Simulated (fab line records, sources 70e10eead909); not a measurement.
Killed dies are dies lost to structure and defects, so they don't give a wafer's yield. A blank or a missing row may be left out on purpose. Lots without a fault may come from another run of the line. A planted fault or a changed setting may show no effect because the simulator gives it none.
Chamber matching | flow nand_harc | NHARC_P_M1_DEP_33 on pecvd-02: 3 sister chambers
The step deposits SiCN, target thk 30 nm. 6 wafers are shown with their chamber, then 10 later ones without.

WAFERS WITH THEIR CHAMBER
wafer  | chamber | heater_power_w (W) | susceptor_temp_C (C)
L086.2 | 1       | 455                | 369.81
L091.2 | 2       | 635                | 369.96
L091.3 | 0       | 472                | 370.12
L091.4 | 0       | 470                | 369.97
L089.2 | 1       | 425                | 370.07
L089.3 | 2       | 630                | 370.17

WAFERS WITHOUT THEIR CHAMBER
wafer  | heater_power_w (W) | susceptor_temp_C (C)
L089.4 | 638                | 369.81
L092.2 | 646                | 370.16
L092.4 | 456                | 370.31
L092.5 | 631                | 370.09
L090.1 | 436                | 370.15
L090.2 | 607                | 370.07
L090.5 | 584                | 370.19
L093.3 | 526                | 370.09
L093.4 | 530                | 370.16
L093.6 | 477                | 370.00

WHICH CHAMBER EACH WENT THROUGH
wafer  | from the rows above     | in truth
L089.4 | 2                       | 2
L092.2 | 2                       | 2
L092.4 | can't be placed: 0 or 1 | 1
L092.5 | 2                       | 2
L090.1 | can't be placed: 1 or 0 | 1
L090.2 | 2                       | 2
L090.5 | 2                       | 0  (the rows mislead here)
L093.3 | 0                       | 0
L093.4 | 0                       | 0
L093.6 | 0                       | 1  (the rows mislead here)
Placed correctly: 6 of 10. Can't be placed from these rows: 2 (the true chamber is among the candidates in 2). Placed wrongly: 2.
How it was worked out, from the rows above alone: a wafer's distance from a chamber is the root of the sum, over the readings, of the square of ((its reading less the chamber's mean) divided by the reading's scatter). The wafer belongs to the nearest chamber; if the next one is less than 2 further off, it can't be placed. A chamber's mean is the mean of its shown wafers. The scatter: the root of (the sum of the squares of (reading less its chamber's mean) over the shown wafers, divided by (wafers less chambers)).
